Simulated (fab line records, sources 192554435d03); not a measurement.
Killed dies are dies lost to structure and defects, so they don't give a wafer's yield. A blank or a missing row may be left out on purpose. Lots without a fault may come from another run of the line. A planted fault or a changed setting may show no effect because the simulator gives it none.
Chamber matching | flow n5_finfet | N5_BEOL_M5_CMP_52 on cmp-01: 4 sister chambers
The step polishes, stops on SiCOH lowk, t overpolish 6.9 s, target thk 62 nm. 4 wafers are shown with their chamber, then 8 later ones without.

WAFERS WITH THEIR CHAMBER
wafer  | chamber | motor_current_A (A)
L083.6 | 3       | 6.5
L084.4 | 2       | 6.3
L084.5 | 0       | 7.6
L090.2 | 1       | 7.1

WAFERS WITHOUT THEIR CHAMBER
wafer  | motor_current_A (A)
L090.5 | 7.6
L090.6 | 6.5
L093.3 | 7.4
L093.4 | 6.4
L093.5 | 7.4
L096.2 | 7.2
L096.3 | 7.3
L096.6 | 7.2

WHICH CHAMBER EACH WENT THROUGH
wafer  | from the rows above     | in truth
L090.5 | 0                       | 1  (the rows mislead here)
L090.6 | can't be placed: 3 or 2 | 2
L093.3 | can't be placed: 0 or 1 | 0
L093.4 | can't be placed: 3 or 2 | 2
L093.5 | can't be placed: 0 or 1 | 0
L096.2 | 1                       | 1
L096.3 | can't be placed: 1 or 0 | 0
L096.6 | 1                       | 1
Placed correctly: 2 of 8. Can't be placed from these rows: 5 (the true chamber is among the candidates in 5). Placed wrongly: 1.
How it was worked out, from the rows above alone: a wafer's distance from a chamber is the root of the sum, over the readings, of the square of ((its reading less the chamber's mean) divided by the reading's scatter). The wafer belongs to the nearest chamber; if the next one is less than 2 further off, it can't be placed. A chamber's mean is the mean of its shown wafers. The scatter: with one shown wafer a chamber, the root of the mean of the squares of how far each hidden wafer lies from its nearest shown one.
